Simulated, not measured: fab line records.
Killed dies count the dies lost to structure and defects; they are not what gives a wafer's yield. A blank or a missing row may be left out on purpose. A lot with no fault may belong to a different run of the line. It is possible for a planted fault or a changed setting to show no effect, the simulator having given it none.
One fault seen from 2 desks | flow n5_finfet | only its own numbers are on each desk; what lay behind them is given at the end

== FROM THE METROLOGY DESK ==
Means of the sampled wafers that have a number, per lot and without regard to the tool the lot ran on: this is what the gauges read. A lot is out of limits, marked OUT, if its mean lies more than 4 standard deviations from the usual mean; the brackets give that distance. 7 of its 10 readings are shown, namely those furthest out on some lot.
Columns: A = DIBL_N at N5_BEOL_M4_RC_MEAS_101, usual 36.1 mV/V; B = DIBL_P at N5_BEOL_M4_RC_MEAS_101, usual 35.8 mV/V; C = IOFF_N at N5_BEOL_M4_RC_MEAS_101, usual 0.16 nA/um; D = ION_P at N5_BEOL_M4_RC_MEAS_101, usual 461 uA/um; E = SS_N at N5_BEOL_M4_RC_MEAS_101, usual 71.4 mV/dec; F = SS_P at N5_BEOL_M4_RC_MEAS_101, usual 73.3 mV/dec; G = VT_N at N5_BEOL_M4_RC_MEAS_101, usual 250 mV
lot  | first seen here | A    | B    | C    | D   | E    | F    | G
L355 | day 8 07:31     | 36.7 | 37.1 | 0.17 | 461 | 72.0 | 73.3 | 248
L359 | day 9 10:52     | 38.6 | 39.0 | 0.19 | 465 | 71.9 | 74.1 | 249
L362 | day 10 12:10    | 37.4 | 36.4 | 0.15 | 467 | 71.7 | 73.2 | 251
L363 | day 10 17:59    | 36.4 | 35.8 | 0.15 | 454 | 70.6 | 73.7 | 251
L365 | day 11 06:13    | 34.4 | 35.4 | 0.15 | 470 | 71.1 | 72.4 | 249
L368 | day 11 13:50    | 36.5 | 36.2 | 0.17 | 464 | 71.8 | 73.4 | 247
L367 | day 11 15:33    | 36.1 | 36.4 | 0.16 | 464 | 71.4 | 73.6 | 250
L370 | day 12 10:47    | 38.9 | 39.9 | 0.21 | 465 | 71.6 | 74.1 | 246
L374 | day 13 07:11    | 36.4 | 36.0 | 0.17 | 468 | 71.3 | 73.5 | 250
L377 | day 13 22:20    | 35.7 | 36.9 | 0.18 | 462 | 71.6 | 73.8 | 246
This desk's finding: nothing out of limits on any of the 10 lots.

== FOR THE TOOL OWNER'S DESK: cvd_co-02 ==
The tool's own readings at N5_BEOL_M2_CO_CAP_55 (material Co, precursor CCTBA/H2, target thk 2 nm, time 102.1 s): means of the sampled wafers that have a number, for each lot that ran on this tool. A lot is out of limits, marked OUT, if its mean lies more than 4 standard deviations from the usual mean; the brackets give that distance.
Columns: A = heater_power_w at N5_BEOL_M2_CO_CAP_55, usual 253 W; B = run_length_s at N5_BEOL_M2_CO_CAP_55, usual 125.2 s; C = susceptor_temp_C at N5_BEOL_M2_CO_CAP_55, usual 200.00 C
lot  | first seen here | A   | B               | C
L355 | day 7 05:53     | 241 | 125.1           | 199.90
L359 | day 8 01:11     | 249 | 125.2           | 200.02
L362 | day 9 10:07     | 239 | 154.7 (+49) OUT | 199.91
L365 | day 10 07:53    | 244 | 147.2 (+37) OUT | 200.08
L377 | day 12 22:59    | 246 | 125.6           | 199.88
This desk's verdict: out of limits on L362, L365, starting with L362 at day 9 10:07 (run_length_s at N5_BEOL_M2_CO_CAP_55). Within limits: L355, L359, L377.

== ALL TOGETHER ==
The tool owner's desk had the chance to raise an alarm at day 9 10:07 on L362, L365.
From the metrology desk's view, nothing was out of limits.
The metrology desk holds a record of L362, L365, inside its limits.
The lots listed all ran N5_BEOL_M2_CO_CAP_55 on cvd_co-02.

== WHAT THE SIMULATOR HAD PUT IN ==
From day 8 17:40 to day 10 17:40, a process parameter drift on cvd_co-02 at N5_BEOL_M2_CO_CAP_55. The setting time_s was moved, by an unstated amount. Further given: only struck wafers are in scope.
Shown lots that were struck: L362, L365.
Hours from the fault's start to each desk's first reading out of limits: the tool owner's desk, 16.
